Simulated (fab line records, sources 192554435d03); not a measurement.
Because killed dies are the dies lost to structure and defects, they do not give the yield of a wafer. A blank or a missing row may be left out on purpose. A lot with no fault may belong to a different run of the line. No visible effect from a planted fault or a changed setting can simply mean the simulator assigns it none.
A lot that was struck, set against a sound lot    flow n5 finfet    20 out of 1938 route steps
Sound: the wafers L905.1, L905.5, L905.6. Wafers L890.1, L890.4, L890.5 were the ones struck. The cause is named last.
At each step with rows: each side's tool, then ch and its chambers, then its first start. Under that, the readings that differ: sound wafers    struck wafers    difference of the means    sigmas: that difference in standard deviations of wafers without a fault.
alike: readings whose means differ by less than 2 such deviations, and words and numbers that are the same on both sides. not compared: withheld readings, readings that some wafer has no value for, bounds like >300 that may hide the same value, and numbers for which the record gives no deviation and whose values overlap.
The two part at a step that has a row with sigmas, a row that says differs or no value, or rows on one side only. Non-overlapping numbers with no deviation appear without sigmas and do not part them. A reading that every wafer of one side lacks parts them only if that side has two wafers or more.

first, 9 steps without rows for these wafers: N5_BEOL_M0_CO_CAP_123 (material Co, precursor CCTBA/H2, target thk 2 nm, time 102.1 s); N5_BEOL_M0_PRE_CLEAN_124 (time 15 s); N5_BEOL_M0_DEP_125 (deposits SiCN from 3MS/NH3, target thk 8 nm, time 14 s); N5_BEOL_M1_ILD_DEP_00 (deposits SiOC from DEMS/O2, target thk 79 nm, time 15.3 s); N5_BEOL_M1_PECVD_72 (deposits SiO2 from TEOS/O2, target thk 16 nm, time 18 s); N5_BEOL_M1_HM_DEP_02 (deposits TiN, target thk 20 nm); N5_BEOL_M1_COAT_61 (time 60 s, resist thk 60 nm); N5_BEOL_M1_COAT_62 (time 60 s, resist thk 12 nm); N5_BEOL_M1_COAT_73 (time 60 s, resist thk 5 nm).
N5_BEOL_M1_COAT_05: resist thk 30 nm.
  sound on litho track-05 ch 0, day 11 07:23; struck on litho track-01 ch 0, day 8 00:37
reading                                       sound                 struck                difference  sigmas
spin speed rpm (rpm)                          1498.8 1500.2 1498.3  1420.1 1418.4 1420.2  -79.5       -86
model.CAR-EUV_of_BEOL_M1_COAT_05.thk nm (nm)  30 30 30              30.8 31 30.8          +0.9        
then, 7 steps without rows for these wafers: N5_BEOL_M1_EBR_07; N5_BEOL_M1_SOFTBAKE_06 (time 60 s); N5_BEOL_M1_EXPOSE_08 (exposes mask M1); N5_BEOL_M1_PEB_09 (peb time 60 s); N5_BEOL_M1_DEVELOP_10 (develop time 30 s); N5_BEOL_M1_DESCUM_16 (chemistry O2, time 7 s); N5_BEOL_M1_ETCH_74 (etches underlayer in N2/H2, target depth 6.5 nm, time 5.2 s).
N5_BEOL_M1_ETCH_63: etches SiARC in CF4, target depth 15.6 nm, time 26 s.
  sound on rie diel-03 ch 2,3, day 11 07:49; struck on rie diel-04 ch 0,1, day 8 01:10
reading                                       sound         struck    difference  sigmas
model.CAR-EUV_of_BEOL_M1_COAT_05.thk nm (nm)  11 11.2 11.2  12 12 12  +1          
  alike: drypump motor current A, etch rf on time s, oes product au, rf vpp V, showerhead plenum p Torr, throttle valve pct
  not compared: rf hours counter h
then, 1 step without rows for these wafers: N5_BEOL_M1_ETCH_64 (etches SOC in N2/H2, target depth 75 nm, overetch 15 nm, time 112.5 s).
-- here the record skips 2 days between the struck wafers' starts before and after, leaving off in module BEOL_M1 and picking up in module BEOL_M4 (first step shown: number 1111 of the route) --
N5_BEOL_M4_RC_MEAS_101:
  sound on prober-02 ch 0, day 13 06:49; struck on prober-02 ch 0, day 10 01:40
  alike: DIBL_N, DIBL_P, IOFF_N, IOFF_P, ION_N, ION_P, SS_N, SS_P, VT_N, VT_P

== WHERE THEY PART ==
Within this record, at N5_BEOL_M1_COAT_05 only. Later steps at which nothing parts them and some readings are alike: N5_BEOL_M1_ETCH_63, N5_BEOL_M4_RC_MEAS_101.

WHY: what had been put in by the simulator
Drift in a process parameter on litho track-01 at N5_BEOL_M1_COAT_05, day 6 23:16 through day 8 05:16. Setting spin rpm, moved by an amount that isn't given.
